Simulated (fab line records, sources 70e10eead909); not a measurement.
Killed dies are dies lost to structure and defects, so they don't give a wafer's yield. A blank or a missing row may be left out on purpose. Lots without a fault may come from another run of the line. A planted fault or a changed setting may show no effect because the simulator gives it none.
Problem report in the 8D (eight disciplines) form, filled by code | flow nand_harc | the parts of the form that need people (team, actions taken, sign-off) are left out

1. THE PROBLEM
killed_at_array at NHARC_END_SORT_01 reads a mean of 670 on 4 wafers of 3 lots; wafers without a fault read 55 with a standard deviation of 20. That is +31 standard deviations from the usual mean.
First seen on wafer L739.5, day 28 09:49, on prober-02. The record holds 8 wafers of 3 lots with a number at this step. Rule for "out", or "out of limits": more than 4 standard deviations from the usual mean. The other wafers with a number count as sound.

2. WHAT IT IS AND WHAT IT IS NOT
question                    | is                             | is not
which readings at this step | killed_at_array, killed_dies   | killed_at_periphery, killed_open, killed_short
which lots                  | L739, L740, L742               | -
which wafers of those lots  | L739.5, L740.5, L742.1, L742.5 | L739.3, L739.6, L740.3, L740.6
read on which gauges        | prober-01, prober-02           | -
when                        | from day 28 09:49              | up to then (1 sound wafer); but 3 sound wafers of L739, L740 came after

3. SUSPECTS, AND WHAT RULES EACH OUT
Counting: a tool at a process step up to the reading stays a suspect if it ran every lot that is out. Sound lots after the first of them don't rule it out here, since some wafers of a struck lot are sound.
- the gauge at NHARC_END_SORT_01: ruled out. The wafers that are out were read on 2 gauges (prober-01, prober-02).
- rie_diel-13 at NHARC_A_STAIRCASE_TRIM_12 (chemistry O2, time 211.2 s): kept. It ran every lot that is out, first L740 (day 19 22:16).
- rie_diel-13 at NHARC_A_STAIRCASE_TRIM_16 (chemistry O2, time 211.2 s): kept. It ran every lot that is out, first L740 (day 19 22:55). Its own readings are out on those wafers: oes_product_au.
- rie_diel-13 at NHARC_A_STAIRCASE_ETCH_17 (etches the open film in C4F8/O2, target depth 100 nm, time 40.5 s): kept. It ran every lot that is out, first L739 (day 28 08:12). NHARC_A_STAIRCASE_ETCH_17 gives no start for some lots, so the hours and the order of its lots are those of NHARC_END_SORT_01.
Left after counting: rie_diel-13 at NHARC_A_STAIRCASE_TRIM_12, rie_diel-13 at NHARC_A_STAIRCASE_TRIM_16, rie_diel-13 at NHARC_A_STAIRCASE_ETCH_17.

4. THE CAUSE (what the simulator had put in)
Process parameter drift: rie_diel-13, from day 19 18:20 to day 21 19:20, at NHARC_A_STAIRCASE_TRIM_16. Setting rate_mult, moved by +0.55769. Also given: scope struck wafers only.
Counting left 3 suspects, and this tool is among them.

5. THE CHAIN OF EFFECTS, in route order
Each row: a reading whose mean over the struck wafers that have a number lies more than 3 standard deviations from the usual. Only readings for which the record gives a usual standard deviation are gone through. hours: the time from each lot's start at the first step in this table that gives one to its start at this step, as a median over the lots. sigmas: the change in usual standard deviations.
hours | step                      | reading         | usual      | on struck wafers | change | sigmas
0     | NHARC_A_STAIRCASE_TRIM_16 | oes_product_au  | 1.001 a.u. | 1.353            | +0.352 | +35
203   | NHARC_END_SORT_01         | killed_at_array | 55         | 670              | +615   | +31
203   | NHARC_END_SORT_01         | killed_dies     | 60         | 677              | +617   | +31
The process steps in it:
- NHARC_A_STAIRCASE_TRIM_16: chemistry O2, time 211.2 s.

6. WHAT WOULD HAVE CAUGHT IT SOONER
In this record the first reading out of limits at a measuring or inspecting step was taken at day 28 09:49, 207 hours after the fault began at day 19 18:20.
The tool's own readings at NHARC_A_STAIRCASE_TRIM_16 were out on every struck wafer that the step has a row for (oes_product_au): an alarm limit on them would have fired on the first of those.
All the lots that are out (3) had begun NHARC_A_STAIRCASE_TRIM_16 on rie_diel-13 by day 28 09:49. A hold on the tool at that time would have spared none of them.
